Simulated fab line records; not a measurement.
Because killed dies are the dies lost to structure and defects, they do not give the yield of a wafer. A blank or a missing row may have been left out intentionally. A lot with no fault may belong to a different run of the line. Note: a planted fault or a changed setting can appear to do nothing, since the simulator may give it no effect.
Matching of chambers :: flow nandHarc :: rieDiel-04 running NHARC_A_STAIRCASE_TRIM_196: 4 sister chambers
The step chemistry O2, time 211.2 s. 4 wafers are shown with their chamber, then 12 later ones without.

## WAFERS, EACH WITH ITS CHAMBER
wafer: L080.1
chamber: 2
drypumpMotorCurrentA (A): 5.2

wafer: L090.2
chamber: 0
drypumpMotorCurrentA (A): 6.0

wafer: L090.4
chamber: 3
drypumpMotorCurrentA (A): 5.4

wafer: L090.5
chamber: 1
drypumpMotorCurrentA (A): 5.6

## WAFERS WHOSE CHAMBER IS MISSING
wafer: L090.1
drypumpMotorCurrentA (A): 5.6

wafer: L090.3
drypumpMotorCurrentA (A): 5.2

wafer: L090.6
drypumpMotorCurrentA (A): 6.0

wafer: L093.2
drypumpMotorCurrentA (A): 5.5

wafer: L093.4
drypumpMotorCurrentA (A): 5.2

wafer: L093.5
drypumpMotorCurrentA (A): 5.2

wafer: L093.1
drypumpMotorCurrentA (A): 6.0

wafer: L093.3
drypumpMotorCurrentA (A): 5.4

wafer: L093.6
drypumpMotorCurrentA (A): 5.5

wafer: L095.2
drypumpMotorCurrentA (A): 5.5

wafer: L095.3
drypumpMotorCurrentA (A): 5.4

wafer: L095.4
drypumpMotorCurrentA (A): 5.1

## EACH ONE'S CHAMBER
wafer: L090.1
from the rows above: 1
in truth: 1

wafer: L090.3
from the rows above: 2
in truth: 2

wafer: L090.6
from the rows above: 0
in truth: 0

wafer: L093.2
from the rows above: can't be placed: 1 or 3
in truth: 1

wafer: L093.4
from the rows above: 2
in truth: 2

wafer: L093.5
from the rows above: 2
in truth: 2

wafer: L093.1
from the rows above: 0
in truth: 0

wafer: L093.3
from the rows above: 3
in truth: 3

wafer: L093.6
from the rows above: can't be placed: 1 or 3
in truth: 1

wafer: L095.2
from the rows above: can't be placed: 1 or 3
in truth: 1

wafer: L095.3
from the rows above: 3
in truth: 3

wafer: L095.4
from the rows above: 2
in truth: 2
Correctly placed: 9 of 12. Not placeable from these rows: 3 (in 3, the candidates include the true chamber). Number placed wrongly: 0.
How it was worked out, from the rows above alone: a wafer's distance from a chamber is the root of the sum, over the readings, of the square of ((its reading less the chamber's mean) divided by the reading's scatter). If the next closest chamber is less than 2 further off than the closest, the wafer can't be placed; otherwise it belongs to the closest. A chamber's mean is the mean of its shown wafers. The scatter (one wafer shown for each chamber): square how far every hidden wafer sits from the nearest shown wafer, average those squares and take the square root.
